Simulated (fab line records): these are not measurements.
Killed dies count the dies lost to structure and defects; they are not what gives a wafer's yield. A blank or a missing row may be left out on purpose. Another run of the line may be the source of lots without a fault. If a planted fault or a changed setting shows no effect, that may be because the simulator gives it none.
Chamber matching -- flow n5-finfet -- N5_BEOL_M14_ETCH_68 on rie-diel-03 has 4 sister chambers
The step etches SOC in N2/H2, time 450 s. 20 wafers are shown with their chamber, then 10 later ones without.

WAFERS WITH THEIR CHAMBER
wafer,chamber,showerhead-plenum-p-Torr (Torr),oes-product-au (a.u.),rf-vpp-V (V)
L075.2,0,2.73,0.92,529
L075.4,1,2.59,0.87,525
L075.6,2,2.43,0.72,521
L078.1,2,2.42,0.72,520
L078.3,1,2.59,0.86,525
L078.4,1,2.59,0.85,526
L084.1,1,2.59,0.85,526
L084.4,2,2.42,0.72,521
L084.6,2,2.42,0.71,519
L082.3,3,2.61,0.93,526
L082.4,1,2.59,0.86,525
L082.6,1,2.59,0.85,524
L087.1,0,2.73,0.89,528
L087.2,2,2.42,0.71,520
L087.5,1,2.59,0.85,526
L085.2,1,2.58,0.84,527
L085.3,0,2.72,0.88,528
L085.4,2,2.42,0.69,520
L088.1,0,2.72,0.87,528
L088.3,3,2.60,0.89,525

SIGNATURES (means of the wafers above)
reading,chamber 0,chamber 1,chamber 2,chamber 3,scatter within a chamber
showerhead-plenum-p-Torr,2.7250,2.5888,2.4217,2.6050,0.00448
oes-product-au,0.8900,0.8538,0.7117,0.9100,0.0147
rf-vpp-V,528.25,525.50,520.17,525.50,0.794
Rule: a wafer's distance from a chamber is the root of the sum, over the readings, of the square of ((its reading less the chamber's mean) divided by the reading's scatter). If the next closest chamber is less than 2 further off than the closest, the wafer can't be placed; otherwise it belongs to the closest. The scatter is the square root of a quotient: the sum, over the shown wafers, of each reading's squared deviation from its chamber's mean, divided by wafers minus chambers.

WAFERS WITH NO CHAMBER GIVEN
wafer,showerhead-plenum-p-Torr (Torr),oes-product-au (a.u.),rf-vpp-V (V)
L088.6,2.72,0.88,528
L094.1,2.60,0.87,526
L094.2,2.58,0.81,525
L094.5,2.58,0.81,525
L096.2,2.60,0.87,524
L096.4,2.41,0.70,519
L096.5,2.60,0.87,524
L097.2,2.71,0.85,527
L097.3,2.41,0.69,520
L097.6,2.41,0.69,519

THE CHAMBER EACH PASSED THROUGH
wafer,from the rows above,in truth
L088.6,0,0
L094.1,can't be placed: 1 or 3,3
L094.2,1,1
L094.5,1,1
L096.2,can't be placed: 1 or 3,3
L096.4,2,2
L096.5,can't be placed: 1 or 3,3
L097.2,0,0
L097.3,2,2
L097.6,2,2
Correctly placed: 7 of 10. From these rows, 3 cannot be placed; in 3 the true chamber is one of the candidates. Number placed wrongly: 0.
